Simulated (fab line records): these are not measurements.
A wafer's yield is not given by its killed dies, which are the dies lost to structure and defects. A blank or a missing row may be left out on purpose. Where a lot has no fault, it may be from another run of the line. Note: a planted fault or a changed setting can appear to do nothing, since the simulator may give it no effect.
fab line records | flow nandHarc
record lots=12 wafers=36 lastDay=34
route steps=1302 shown P_ZERO_WELL@14 P_STI@89 END@1302
lots that met no fault: from a run of the same line without faults
startH: hours from the record's opening day to when the first of the lot's shown wafers began | waitH: hours from the lot's prior step to this one | " identical to the entry in the row above | L1.1+2: a row that stands for several wafers | - either no value or no given start | * or withheld: withheld | < > ~ a bound
route shown NAME@n: names a module that has steps shown in the file, with the first one's number in the route | usual: the fault-free wafers' mean and standard deviation | same: alike in all rows | chamber/n: place in a boat | sites: each site's reading | _std_site: the standard deviation of these | _edge_site: outer sites' mean less inner sites' | radiusMm: for every site, how far away it sits from the centre of the wafer | mask NAME#n: copy n | behind: tool/chamber where the wafer was last shaped | hold: why the lot went on hold/how many hours it stayed there/how the hold came to an end | device: the transistor (n, p or np) that didn't switch | end of line: the route-end tests of the same wafers | for a step that has no rows: nothing shown but its recipe | killed: count of dies lost to structure and defects at first sort (not the wafer's yield) | map: shows each die of a wafer: x if killed, . if not, _ if none is there
set.NAME: the run value of the setting; set.NAME@STEP: its run value at that earlier step | model.NAME: the simulator's own value behind a step, which no gauge read
steps of the route over a sample of lots; a table a step, a row a wafer
services: the hour from which a tool's chamber was out of use, counted from the record's first day as startH (under 0 if before that day), plus the number of hours and why
## steps
# step NHARC_P_ZERO_WELL_CD_MEAS_11
# recipe targetCdNm=500 landingEnergyEv=500
# usual cdNm=500.7/2.2
# columns lot.wafer tool chamber startH waitH cdNm
L919.1 cdSem-01 0 21.23 - 503.5
L919.2 " 0 " " 503.6
L919.6 " 0 " " 502.6
L921.3 cdSem-02 0 41.25 - 501.0
L921.4 " 0 " " 499.4
L921.5 " 0 " " 500.6
L922.1 cdSem-01 0 51.11 - 502.2
L922.2 " 0 " " 502.7
L922.4 " 0 " " 503.7
L924.2 cdSem-01 0 71.11 - 502.8
L924.3 " 0 " " 502.9
L924.4 " 0 " " 503.2
L925.2 cdSem-02 0 81.24 - 505.2
L925.4 " 0 " " 502.0
L925.6 " 0 " " 503.5
L926.1 cdSem-02 0 91.38 - 501.5
L926.5 " 0 " " 503.8
L926.6 " 0 " " 500.0
L928.1 cdSem-02 0 111.24 - 499.6
L928.3 " 0 " " 498.1
L928.5 " 0 " " 499.7
L929.2 cdSem-02 0 121.25 - 500.2
L929.5 " 0 " " 498.6
L929.6 " 0 " " 499.7
L936.4 cdSem-01 0 191.24 - 500.9
L936.5 " 0 " " 499.2
L936.6 " 0 " " 498.9
L937.1 cdSem-01 0 201.24 - 502.5
L937.3 " 0 " " 502.2
L937.5 " 0 " " 500.4
L940.1 cdSem-03 0 231.11 - 499.2
L940.4 " 0 " " 500.3
L940.6 " 0 " " 499.0
L942.2 cdSem-03 0 251.11 - 504.5
L942.3 " 0 " " 505.5
L942.4 " 0 " " 501.6
# step NHARC_P_ZERO_WELL_RTA_42
# recipe tempC=1100 timeS=300
# usual annealTempCMax=1106.5/1.7 lampPowerPct=39.6/1.5 lamp_zone_4_pct=39.6/1.5 wafer_temp_C_max=1106.1/1.3
# columns lot.wafer tool chamber startH waitH annealTempCMax lampPowerPct lamp_zone_4_pct wafer_temp_C_max
L919.1 rtpAnneal-02 0 26.74 - 1106.6 41.1 40.9 1106.1
L919.2 " 0 " " 1107.7 41.0 41.0 1105.7
L919.6 " 0 " " 1107.1 41.0 41.0 1107.0
L921.3 rtpAnneal-01 0 47.15 - 1104.7 38.1 38.1 1106.9
L921.4 " 0 " " 1105.7 38.1 38.1 1105.6
L921.5 " 0 " " 1106.0 38.2 38.0 1105.7
L922.1 rtpAnneal-02 0 56.87 - 1106.7 40.9 41.0 1108.6
L922.2 " 0 " " 1108.9 41.0 41.0 1106.2
L922.4 " 0 " " 1107.6 41.0 41.0 1106.5
L924.2 rtpAnneal-01 0 76.90 - 1106.0 38.1 38.0 1104.8
L924.3 " 0 " " 1104.7 38.1 38.1 1107.5
L924.4 " 0 " " 1105.1 38.1 38.1 1104.9
L925.2 rtpAnneal-01 0 90.85 - 1105.0 38.0 37.9 1105.8
L925.4 " 0 " " 1104.1 38.0 38.0 1103.9
L925.6 " 0 " " 1104.8 38.0 38.0 1103.6
L926.1 rtpAnneal-02 0 97.03 - 1110.4 41.0 41.0 1108.2
L926.5 " 0 " " 1108.3 41.0 40.9 1104.2
L926.6 " 0 " " 1107.3 41.0 41.0 1107.8
L928.1 rtpAnneal-02 0 116.77 - 1106.0 41.0 41.1 1105.4
L928.3 " 0 " " 1108.9 41.0 41.0 1109.6
L928.5 " 0 " " 1106.7 41.0 41.0 1106.9
L929.2 rtpAnneal-01 0 127.13 - 1106.2 38.1 38.0 1106.2
L929.5 " 0 " " 1105.2 38.1 38.1 1105.4
L929.6 " 0 " " 1105.7 38.1 38.1 1107.1
L936.4 rtpAnneal-01 0 197.32 - 1105.5 38.1 38.1 1106.7
L936.5 " 0 " " 1104.8 38.0 38.1 1107.0
L936.6 " 0 " " 1104.6 38.0 38.1 1104.7
L937.1 rtpAnneal-02 0 206.83 - 1109.1 41.0 41.0 1105.8
L937.3 " 0 " " 1107.1 41.0 41.0 1106.1
L937.5 " 0 " " 1106.9 41.0 41.1 1106.2
L940.1 rtpAnneal-02 0 238.47 - 1106.5 41.1 41.0 1109.0
L940.4 " 0 " " 1106.9 41.1 41.0 1108.3
L940.6 " 0 " " 1106.6 41.0 41.0 1105.9
L942.2 rtpAnneal-01 0 256.92 - 1108.9 38.0 38.0 1105.2
L942.3 " 0 " " 1105.6 38.0 38.0 1103.5
L942.4 " 0 " " 1103.7 38.1 38.1 1106.1
# step NHARC_P_STI_ETCH_31
# recipe targetDepthA=1089 timeS=54.5 cf4FlowSccm=100 chf3FlowSccm=30 arFlowSccm=0 rfW=500 biasW=200 chemistry=CF4/CHF3
# usual biasW=200.0/0.64 cf4FlowSccm=100.02/0.27 drypumpMotorCurrentA=5.6/0.39 mfcArSccm=0.014/0.015 oesProductAu=0.970/0.021 rfVppV=372.5/1.6 showerheadPlenumPTorr=1.63/0.042 throttleValvePct=16.803/0.009
# columns lot.wafer tool chamber startH waitH biasW cf4FlowSccm drypumpMotorCurrentA mfcArSccm oesProductAu rfHoursCounterH rfVppV showerheadPlenumPTorr throttleValvePct
L919.1 rieDiel-07 3 44.71 - 199.9 100.47 5.7 0.019 0.949 6 374.2 1.68 16.799
L919.2 " 0 " " 199.9 99.85 6.5 0 0.999 6 374.3 1.68 16.797
L919.6 " 2 " " 200.1 99.92 5.4 0.020 0.952 - 372.2 1.61 16.811
L921.4 rieDiel-05 0 63.17 - 200.1 100.41 6.0 0.001 0.980 0 372.9 1.66 16.811
L921.3 " 1 " " 200.1 100.29 5.2 0.039 0.948 0 371.1 1.57 16.805
L921.5 " 0 " " 199.9 100.38 5.9 0.001 0.969 - 372.6 1.66 16.799
L922.1 rieDiel-05 2 74.31 - 200.5 100.50 5.2 0.002 0.982 0 371.9 1.65 16.794
L922.4 " 0 " " 200.2 100.12 5.9 0.001 0.976 0 373.8 1.66 16.802
L922.2 " 1 " " 200.6 99.88 5.2 0.039 0.967 1 368.8 1.57 16.803
L924.3 rieDiel-05 3 92.59 - 199.5 100.01 5.7 0.009 0.978 1 374.2 1.65 16.785
L924.4 " 0 " " 200.4 99.79 6.0 0.001 0.991 1 371.4 1.66 16.808
L924.2 " 1 " " 199.8 99.90 5.2 0.039 0.965 1 369.6 1.57 16.786
L925.4 rieDiel-05 2 106.35 - 199.7 100.20 5.2 0.002 0.974 1 374.2 1.65 16.799
L925.2 " 1 " " 200.0 100.15 5.2 0.039 0.964 2 372.2 1.57 16.806
L925.6 " 2 " " 199.8 100.22 5.2 0.002 0.968 - 373.5 1.65 16.789
L926.1 rieDiel-05 2 113.04 - 200.2 100.01 5.2 0.002 0.925 1 373.0 1.65 16.784
L926.6 " 1 " " 198.9 100.63 5.2 0.039 0.923 - 370.8 1.57 16.802
L926.5 " 2 " " 199.1 99.59 5.2 0.002 0.931 - 372.9 1.65 16.803
L928.1 rieDiel-05 3 132.30 - - - - - - - - - -
L928.3 " 2 " " - - - - - - - - -
L928.5 " 0 " " - - - - - - - - -
L929.2 rieDiel-05 0 145.13 - - - - - - - - - -
L929.6 " 3 " " - - - - - - - - -
L929.5 " 0 " " - - - - - - - - -
L936.4 rieDiel-11 2 213.87 - 200.4 100.25 5.6 0 0.965 10 373.7 1.66 16.798
L936.6 " 3 " " 199.5 99.69 5.7 0 0.971 - 369.9 1.57 16.816
L936.5 " 0 " " 199.2 99.70 5.9 0 0.942 - 374.0 1.67 16.797
L937.3 rieDiel-07 0 228.58 - 200.0 99.43 6.5 0 0.960 7 374.9 1.68 16.796
L937.1 " 2 " " 199.7 100.21 5.4 0.020 0.970 6 372.3 1.61 16.803
L937.5 " 0 " " 199.1 100.20 6.5 0 0.960 - 375.2 1.68 16.803
L940.1 rieDiel-05 1 255.18 - 199.7 99.77 5.2 0.039 0.963 1 372.1 1.57 16.785
L940.4 " 0 " " 199.7 99.84 6.0 0.001 0.989 1 372.4 1.66 16.801
L940.6 " 1 " " 199.1 100.35 5.2 0.039 0.968 - 369.9 1.57 16.791
L942.3 rieDiel-07 1 272.30 - 199.4 99.95 5.9 0.037 0.969 10 372.0 1.60 16.812
L942.2 " 2 " " 200.1 100.15 5.4 0.020 0.975 9 373.0 1.61 16.810
L942.4 " 0 " " 199.5 99.96 6.5 0 0.989 10 373.5 1.68 16.814
# step NHARC_P_STI_CMP_21
# recipe tOverpolishS=20 targetThkNm=380.67
# usual motorCurrentA=11.9/1.2 overpolishRunS=19.999/0.0081
# columns lot.wafer tool chamber startH waitH motorCurrentA overpolishRunS
L919.2 cmp-01 0 65.98 0.4 14.3 20.004
L919.1 " 1 " " 10.3 19.987
L919.6 " 0 " " 13.8 19.998
L921.3 cmp-03 1 81.43 0.4 12.2 19.997
L921.4 " 2 " " 11.3 20.011
L921.5 " 2 " " 11.4 20.005
L922.1 cmp-04 1 95.13 0.4 13.2 20.004
L922.2 " 2 " " 10.3 20.001
L922.4 " 3 " " 13.0 19.989
L924.2 cmp-03 0 110.40 0.4 11.0 19.984
L924.3 " 2 " " 10.6 19.996
L924.4 " 3 " " 12.1 20.005
L925.2 cmp-03 2 125.96 0.4 11.9 19.996
L925.4 " 0 " " 11.2 20.001
L925.6 " 2 " " 11.4 19.990
L926.1 cmp-01 3 131.46 0.4 12.0 20.008
L926.5 " 3 " " 12.5 20.007
L926.6 " 0 " " 13.9 19.999
L928.1 cmp-01 3 151.72 0.4 12.9 19.995
L928.3 " 1 " " 10.0 19.998
L928.5 " 3 " " 12.1 20.001
L929.2 cmp-04 0 163.43 0.4 10.5 20.004
L929.5 " 1 " " 13.6 20.006
L929.6 " 2 " " 10.7 20.002
L936.4 cmp-03 1 236.38 0.4 12.6 19.989
L936.6 " 1 " " 13.1 20.003
L936.5 " 2 " " 11.4 20.000
L937.3 cmp-04 1 251.04 0.4 12.9 19.982
L937.1 " 3 " " 13.7 20.002
L937.5 " 1 " " 13.6 19.996
L940.4 cmp-01 2 273.56 0.4 11.7 20.003
L940.1 " 0 " " 14.1 20.007
L940.6 " 1 " " 10.2 20.004
L942.3 cmp-03 1 292.02 0.4 12.7 20.008
L942.2 " 2 " " 11.3 20.014
L942.4 " 0 " " 12.0 20.005
# step NHARC_END_SORT_01
# recipe tempC=25
# usual killedAtArray=63/27 killedAtOther=0.7/1.2 killedAtPeriphery=3.1/2 killedDies=67/28 killedOpen=3.0/1.9 killedShort=2.2/1.5
# same grossDies=677
# columns lot.wafer tool chamber startH waitH hold killedAtArray killedAtOther killedAtPeriphery killedDies killedOpen killedShort
L919.1 prober-01 0 570.90 2.5 - 90 0 3 93 2 2
L919.2 prober-01 0 571.72 2.8 - 102 0 1 103 4 0
L919.6 prober-01 0 574.97 4.1 - 71 2 3 76 1 1
L921.3 prober-02 0 577.76 3.1 - 44 0 6 50 5 0
L921.4 prober-02 0 578.56 3.4 - 57 0 3 60 4 1
L921.5 prober-02 0 579.36 3.7 - 52 1 3 56 6 4
L922.1 prober-02 0 589.78 2.5 - 84 0 4 88 3 1
L922.2 prober-02 0 590.58 2.8 - 74 0 3 77 2 2
L922.4 prober-02 0 592.18 3.4 - 91 0 4 95 10 2
L924.2 prober-01 0 606.35 2.8 - 103 2 5 110 2 3
L924.3 prober-01 0 607.15 3.1 - 92 0 10 102 3 2
L924.4 prober-01 0 607.95 3.4 - 83 3 8 94 0 0
L925.2 prober-02 0 616.52 2.8 - 21 0 6 27 3 3
L925.4 prober-02 0 618.10 3.4 - 23 0 1 24 3 1
L925.6 prober-02 0 619.68 4.0 - 20 1 2 23 3 2
L926.1 prober-01 0 623.19 2.5 - 100 0 6 106 6 4
L926.5 prober-01 0 626.34 3.7 - 117 0 1 118 5 0
L926.6 prober-01 0 627.13 3.9 - 118 3 3 124 6 6
L928.1 prober-01 0 654.09 2.5 awaitDispo/6.0h/scrap 71 4 602 677 3 1
L928.3 prober-01 0 655.69 3.1 awaitDispo/6.0h/scrap 74 6 597 677 1 4
L928.5 prober-01 0 657.30 3.7 awaitDispo/6.0h/scrap 63 5 609 677 4 0
L929.2 prober-02 0 659.69 2.8 awaitDispo/5.3h/scrap 22 0 655 677 6 2
L929.5 prober-02 0 662.03 3.6 awaitDispo/5.3h/scrap 28 0 649 677 5 2
L929.6 prober-02 0 662.81 3.9 awaitDispo/5.3h/scrap 22 0 655 677 6 1
L937.1 prober-01 0 749.84 2.5 - 60 0 4 64 1 2
L937.3 prober-01 0 751.43 3.1 - 48 1 2 51 0 1
L937.5 prober-01 0 753.02 3.7 - 44 0 3 47 2 0
L936.4 prober-02 0 752.17 3.4 - 46 0 4 50 6 1
L936.5 prober-02 0 752.97 3.7 - 49 0 4 53 1 4
L936.6 prober-02 0 753.77 4.0 - 50 0 5 55 2 5
L942.2 prober-02 0 791.80 2.8 - 34 4 5 43 2 2
L942.3 prober-02 0 792.60 3.1 - 33 1 2 36 3 1
L942.4 prober-02 0 793.39 3.4 - 39 0 4 43 3 2
L940.1 prober-01 0 808.95 2.5 - 40 0 3 43 1 1
L940.4 prober-01 0 811.33 3.4 - 51 0 7 58 6 1
L940.6 prober-01 0 812.93 4.0 - 40 0 5 45 1 2
# killed by level:class
L919.1 A_CHANNEL_HOLE_D1:chamberFilmFlake=31 A_CHANNEL_HOLE_D2:chamberFilmFlake=31 A_SLIT:chamberFilmFlake=19 A_CHANNEL_FILL_D1:geometricParticle:short=2 A_CHANNEL_FILL_D2:chamberFilmFlake=2 A_WL_FILL:chamberFilmFlake=2 P_M0:geometricParticle:open=1 A_CHANNEL_FILL_D1:geometricParticle:open=1
L919.2 A_CHANNEL_HOLE_D1:chamberFilmFlake=38 A_CHANNEL_HOLE_D2:chamberFilmFlake=32 A_SLIT:chamberFilmFlake=22 A_CONTACT:chamberFilmFlake=3 A_DECK1_JOINT:chamberFilmFlake=2 P_M0:geometricParticle:open=1 A_CHANNEL_HOLE_D2:geometricParticle:open=1 A_BLC:geometricParticle:open=1
L919.6 A_CHANNEL_HOLE_D1:chamberFilmFlake=24 A_CHANNEL_HOLE_D2:chamberFilmFlake=20 A_SLIT:chamberFilmFlake=20 A_CONTACT:chamberFilmFlake=3 P_STI:chamberFilmFlake=2 A_CHANNEL_FILL_D2:chamberFilmFlake=2 A_M1:geometricParticle:short=1 STARTING-WAFER:geometricParticle:open=1
L921.3 A_CHANNEL_HOLE_D2:chamberFilmFlake=26 A_CONTACT:chamberFilmFlake=5 A_CHANNEL_HOLE_D1:chamberFilmFlake=4 P_STI:chamberFilmFlake=3 A_M1:chamberFilmFlake=3 A_CHANNEL_FILL_D2:chamberFilmFlake=2 P_CONTACT:geometricParticle:open=1 P_M0:geometricParticle:open=1
L921.4 A_CHANNEL_HOLE_D2:chamberFilmFlake=32 A_CONTACT:chamberFilmFlake=10 P_STI:chamberFilmFlake=3 A_CHANNEL_HOLE_D1:chamberFilmFlake=3 A_DECK1_JOINT:chamberFilmFlake=3 A_CHANNEL_FILL_D2:geometricParticle:open=2 A_CONTACT:geometricParticle:open=2 A_M1:chamberFilmFlake=2
L921.5 A_CHANNEL_HOLE_D2:chamberFilmFlake=26 A_M1:chamberFilmFlake=6 A_CONTACT:chamberFilmFlake=4 A_WL_FILL:chamberFilmFlake=2 P_STI:geometricParticle:open=1 P_CONTACT:geometricParticle:open=1 A_SOURCE_PLATE:geometricParticle:open=1 A_ONON_D1:geometricParticle:short=1
L922.1 A_CHANNEL_HOLE_D1:chamberFilmFlake=30 A_SLIT:chamberFilmFlake=30 A_CHANNEL_HOLE_D2:chamberFilmFlake=12 A_CONTACT:chamberFilmFlake=6 P_STI:chamberFilmFlake=2 A_STAIRCASE:chamberFilmFlake=2 P_M0:geometricParticle:open=1 A_CHANNEL_FILL_D2:geometricParticle:short=1
L922.2 A_SLIT:chamberFilmFlake=30 A_CHANNEL_HOLE_D1:chamberFilmFlake=27 A_CHANNEL_HOLE_D2:chamberFilmFlake=9 A_CONTACT:chamberFilmFlake=3 P_M2:chamberFilmFlake=2 P_CONTACT:geometricParticle:open=1 A_ONON_D1:geometricParticle:short=1 A_ONON_D2:geometricParticle:short=1
L922.4 A_CHANNEL_HOLE_D1:chamberFilmFlake=37 A_SLIT:chamberFilmFlake=30 A_CHANNEL_HOLE_D2:chamberFilmFlake=6 A_DECK1_JOINT:geometricParticle:open=3 A_CONTACT:chamberFilmFlake=3 P_M0:geometricParticle:open=1 A_CHANNEL_HOLE_D1:geometricParticle:open=1 A_CHANNEL_FILL_D1:geometricParticle:open=1
L924.2 A_CHANNEL_HOLE_D2:chamberFilmFlake=35 A_SLIT:chamberFilmFlake=29 A_CHANNEL_HOLE_D1:chamberFilmFlake=28 P_GATE:chamberFilmFlake=4 A_STAIRCASE:chamberFilmFlake=3 A_ZERO_WELL:chamberFilmFlake=2 THIN_TSV:chamberFilmFlake=2 P_GATE:geometricParticle:short=1
L924.3 A_CHANNEL_HOLE_D1:chamberFilmFlake=31 A_SLIT:chamberFilmFlake=29 A_CHANNEL_HOLE_D2:chamberFilmFlake=20 P_GATE:chamberFilmFlake=6 A_CONTACT:chamberFilmFlake=5 A_STAIRCASE:chamberFilmFlake=3 P_CONTACT:geometricParticle:open=2 A_WL_FILL:geometricParticle:short=1
L924.4 A_SLIT:chamberFilmFlake=29 A_CHANNEL_HOLE_D2:chamberFilmFlake=24 A_CHANNEL_HOLE_D1:chamberFilmFlake=23 P_GATE:chamberFilmFlake=3 P_STI:chamberFilmFlake=3 A_STAIRCASE:chamberFilmFlake=3 THIN_TSV:chamberFilmFlake=3 P_ZERO_WELL:chamberFilmFlake=2
L925.2 A_CHANNEL_HOLE_D2:chamberFilmFlake=9 A_CONTACT:chamberFilmFlake=5 P_BONDPAD:chamberFilmFlake=3 A_WL_FILL:geometricParticle:short=2 A_CHANNEL_HOLE_D1:chamberFilmFlake=2 P_CONTACT:geometricParticle:short=1 P_M0:geometricParticle:open=1 A_CHANNEL_FILL_D2:geometricParticle:open=1
L925.4 A_CHANNEL_HOLE_D2:chamberFilmFlake=11 A_SLIT:chamberFilmFlake=3 A_M0:geometricParticle:open=2 A_STAIRCASE:chamberFilmFlake=2 A_BONDPAD:chamberFilmFlake=2 A_ONON_D1:geometricParticle:short=1 A_WL_FILL:geometricParticle:open=1 P_BONDPAD:chamberFilmFlake=1
L925.6 A_CHANNEL_HOLE_D2:chamberFilmFlake=7 A_CHANNEL_HOLE_D1:chamberFilmFlake=5 A_CONTACT:chamberFilmFlake=3 A_BONDPAD:chamberFilmFlake=2 P_CONTACT:geometricParticle:open=1 P_M0:geometricParticle:open=1 A_ONON_D1:geometricParticle:short=1 A_DECK1_JOINT:geometricParticle:short=1
L926.1 A_SLIT:chamberFilmFlake=35 A_CHANNEL_HOLE_D2:chamberFilmFlake=25 A_CHANNEL_HOLE_D1:chamberFilmFlake=15 A_CONTACT:chamberFilmFlake=7 A_STAIRCASE:chamberFilmFlake=5 A_ONON_D2:geometricParticle:short=3 P_BONDPAD:chamberFilmFlake=3 A_WL_FILL:chamberFilmFlake=3
L926.5 A_SLIT:chamberFilmFlake=34 A_CHANNEL_HOLE_D2:chamberFilmFlake=33 A_CHANNEL_HOLE_D1:chamberFilmFlake=32 A_WL_FILL:chamberFilmFlake=5 A_CONTACT:chamberFilmFlake=5 A_STAIRCASE:chamberFilmFlake=3 A_SOURCE_PLATE:geometricParticle:open=1 A_DECK1_JOINT:geometricParticle:open=1
L926.6 A_CHANNEL_HOLE_D2:chamberFilmFlake=35 A_SLIT:chamberFilmFlake=29 A_CHANNEL_HOLE_D1:chamberFilmFlake=28 A_CONTACT:chamberFilmFlake=10 A_ONON_D2:geometricParticle:short=3 THIN_TSV:chamberFilmFlake=3 A_M0:geometricParticle:open=2 A_STAIRCASE:chamberFilmFlake=2
L928.1 P_STI:areaEtch=601 A_SLIT:chamberFilmFlake=34 A_CHANNEL_HOLE_D2:chamberFilmFlake=14 A_CHANNEL_HOLE_D1:chamberFilmFlake=5 A_STAIRCASE:chamberFilmFlake=4 A_WL_FILL:chamberFilmFlake=4 A_CONTACT:chamberFilmFlake=4 THIN_TSV:chamberFilmFlake=4
L928.3 P_STI:areaEtch=595 A_SLIT:chamberFilmFlake=35 A_CHANNEL_HOLE_D2:chamberFilmFlake=13 A_CHANNEL_HOLE_D1:chamberFilmFlake=6 A_WL_FILL:chamberFilmFlake=6 THIN_TSV:chamberFilmFlake=4 A_CHANNEL_FILL_D1:chamberFilmFlake=3 A_STAIRCASE:chamberFilmFlake=3
L928.5 P_STI:areaEtch=607 A_SLIT:chamberFilmFlake=33 A_CHANNEL_HOLE_D2:chamberFilmFlake=12 A_CHANNEL_HOLE_D1:chamberFilmFlake=6 THIN_TSV:chamberFilmFlake=5 A_STAIRCASE:chamberFilmFlake=4 P_ZERO_WELL:chamberFilmFlake=2 A_WL_FILL:chamberFilmFlake=2
L929.2 P_STI:areaEtch=651 A_CHANNEL_HOLE_D1:chamberFilmFlake=5 A_STAIRCASE:chamberFilmFlake=5 P_ZERO_WELL:chamberFilmFlake=2 A_SLIT:chamberFilmFlake=2 A_CONTACT:chamberFilmFlake=2 P_GATE:geometricParticle:open=1 P_CONTACT:geometricParticle:open=1
L929.5 P_STI:areaEtch=647 A_CHANNEL_HOLE_D1:chamberFilmFlake=12 A_CONTACT:chamberFilmFlake=3 A_CHANNEL_FILL_D1:chamberFilmFlake=2 A_STAIRCASE:chamberFilmFlake=2 P_M0:geometricParticle:open=1 A_SOURCE_PLATE:geometricParticle:open=1 A_CHANNEL_FILL_D1:geometricParticle:open=1
L929.6 P_STI:areaEtch=651 A_CHANNEL_HOLE_D1:chamberFilmFlake=8 A_CONTACT:chamberFilmFlake=3 P_M1:geometricParticle:open=2 A_M1:geometricParticle:open=2 A_CHANNEL_FILL_D1:chamberFilmFlake=2 A_CHANNEL_HOLE_D2:unspecified=2 A_CHANNEL_HOLE_D2:chamberFilmFlake=2
L937.1 A_SLIT:chamberFilmFlake=34 A_CHANNEL_HOLE_D1:chamberFilmFlake=10 A_CONTACT:chamberFilmFlake=10 A_DECK1_JOINT:chamberFilmFlake=2 P_M0:geometricParticle:short=1 A_ONON_D2:geometricParticle:open=1 A_CHANNEL_FILL_D2:geometricParticle:short=1 P_STI:chamberFilmFlake=1
L937.3 A_SLIT:chamberFilmFlake=23 A_CHANNEL_HOLE_D1:chamberFilmFlake=12 A_CONTACT:chamberFilmFlake=12 P_STI:chamberFilmFlake=2 A_M0:geometricParticle:short=1 THIN_TSV:chamberFilmFlake=1
L936.4 A_SLIT:chamberFilmFlake=22 A_SGD_CUT:chamberFilmFlake=10 A_CHANNEL_HOLE_D1:chamberFilmFlake=8 P_M0:geometricParticle:open=2 P_CONTACT:geometricParticle:open=1 P_M0:geometricParticle:short=1 A_ONON_D1:geometricParticle:open=1 A_BLC:geometricParticle:open=1
L936.5 A_SLIT:chamberFilmFlake=29 A_CHANNEL_HOLE_D1:chamberFilmFlake=10 A_SGD_CUT:chamberFilmFlake=6 P_STI:chamberFilmFlake=2 P_M0:geometricParticle:short=1 P_M2:geometricParticle:short=1 A_DECK1_JOINT:geometricParticle:short=1 A_DECK1_JOINT:geometricParticle:open=1
L937.5 A_SLIT:chamberFilmFlake=21 A_CHANNEL_HOLE_D1:chamberFilmFlake=8 A_CONTACT:chamberFilmFlake=6 A_ZERO_WELL:chamberFilmFlake=4 A_STAIRCASE:chamberFilmFlake=2 A_DECK1_JOINT:geometricParticle:open=1 A_M0:geometricParticle:open=1 P_ZERO_WELL:chamberFilmFlake=1
L936.6 A_SLIT:chamberFilmFlake=31 A_CHANNEL_HOLE_D1:chamberFilmFlake=9 A_SGD_CUT:chamberFilmFlake=3 P_M0:geometricParticle:short=2 P_STI:chamberFilmFlake=2 P_M0:geometricParticle:open=1 A_CHANNEL_FILL_D1:geometricParticle:short=1 A_ONON_D2:geometricParticle:open=1
L942.2 A_CHANNEL_HOLE_D1:chamberFilmFlake=21 P_BONDPAD:chamberFilmFlake=4 A_SLIT:chamberFilmFlake=4 THIN_TSV:chamberFilmFlake=4 A_STAIRCASE:chamberFilmFlake=3 P_CONTACT:geometricParticle:short=1 A_ONON_D1:geometricParticle:open=1 A_WL_FILL:geometricParticle:short=1
L942.3 A_CHANNEL_HOLE_D1:chamberFilmFlake=12 A_SLIT:chamberFilmFlake=9 A_CONTACT:chamberFilmFlake=5 A_CHANNEL_HOLE_D2:chamberFilmFlake=2 A_STAIRCASE:chamberFilmFlake=2 P_CONTACT:geometricParticle:open=1 P_BONDPAD:geometricParticle:open=1 A_CHANNEL_HOLE_D1:geometricParticle:short=1
L942.4 A_CHANNEL_HOLE_D1:chamberFilmFlake=19 A_SLIT:chamberFilmFlake=8 A_CONTACT:chamberFilmFlake=3 A_CHANNEL_FILL_D1:chamberFilmFlake=2 A_STAIRCASE:chamberFilmFlake=2 P_M0:geometricParticle:short=1 P_M0:geometricParticle:open=1 A_SOURCE_PLATE:geometricParticle:short=1
L940.1 A_CHANNEL_HOLE_D1:chamberFilmFlake=19 A_SLIT:chamberFilmFlake=7 A_CHANNEL_HOLE_D2:chamberFilmFlake=3 A_CONTACT:chamberFilmFlake=3 A_SGD_CUT:chamberFilmFlake=2 A_ONON_D1:geometricParticle:short=1 A_M0:geometricParticle:open=1 P_ZERO_WELL:chamberFilmFlake=1
L940.4 A_CHANNEL_HOLE_D1:chamberFilmFlake=27 A_SLIT:chamberFilmFlake=8 A_CONTACT:chamberFilmFlake=5 P_CONTACT:geometricParticle:open=4 A_CHANNEL_HOLE_D2:chamberFilmFlake=3 A_CONTACT:geometricParticle:short=1 A_M0:geometricParticle:open=1 A_M1:geometricParticle:open=1
L940.6 A_CHANNEL_HOLE_D1:chamberFilmFlake=17 A_SLIT:chamberFilmFlake=6 P_ZERO_WELL:chamberFilmFlake=4 A_CONTACT:chamberFilmFlake=4 A_CHANNEL_FILL_D1:chamberFilmFlake=3 A_CHANNEL_HOLE_D2:chamberFilmFlake=3 A_STAIRCASE:chamberFilmFlake=2 A_ONON_D1:geometricParticle:short=1
## services
# columns tool chamber startH hours kind
rtpAnneal-02 - 12.00 12.0 pm
cmp-03 - 37.06 0.4 repair
rieDiel-05 2 37.81 6.8 repair
cmp-01 - 42.34 0.4 repair
rieDiel-05 - 52.60 9.0 pm
cmp-01 - 55.74 1.8 repair
rieDiel-05 2 63.47 9.2 repair
cmp-03 - 64.00 4.0 pm
rieDiel-05 0 64.51 5.2 repair
cmp-01 - 70.72 1.5 repair
cmp-03 - 91.01 1.4 repair
cmp-03 - 97.10 2.4 repair
rieDiel-05 1 114.16 2.8 repair
cmp-03 - 126.76 0.6 repair
cmp-03 - 155.41 0.3 repair
cmp-03 - 162.00 4.0 pm
cmp-03 - 200.19 1.8 repair
cmp-03 - 216.74 0.5 repair
rieDiel-05 0 224.78 15.7 repair
rieDiel-05 - 229.60 9.0 pm
cmp-03 - 246.86 1.6 repair
rieDiel-05 1 255.99 1.6 repair
cmp-03 - 260.00 4.0 pm
cmp-03 - 289.72 1.9 repair
## key
firstSign step=NHARC_P_STI_ETCH_31 reading=toolRecord direction=missing
effect step=NHARC_END_SORT_01 reading=killedAtPeriphery direction=up sigmas=99+ usual=3.1 struck=627.8
moreKillsBornAt NHARC_P_STI_ETCH_31@rieDiel-05=3752
metAt NHARC_P_STI_ETCH_31
struckLots L928,L929
laterRowsLeftOut L928.1,L928.3,L928.5,L929.2,L929.5,L929.6
testerLeftOut L928,L929
notActingAt NHARC_P_ZERO_WELL_CD_MEAS_11,NHARC_P_ZERO_WELL_RTA_42,NHARC_P_STI_CMP_21
onsetBetween 113.04 132.30
fault kind=skippedStepWhole tool=rieDiel-05 chamber=- onsetH=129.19 steps=NHARC_P_STI_ETCH_31 scope=struckLotsOnly
# testerLeftOut: of these lots the tester's yield and bins aren't shown, on N5 and GAA mostly nor the transistor test; their killed dies are dies lost to structure and defects alone, not to doping, threshold or leakage, so they don't give the yield
# laterRowsLeftOut: the simulator's readings of these wafers behind a module that went badly wrong aren't trusted and aren't shown, but for the sort
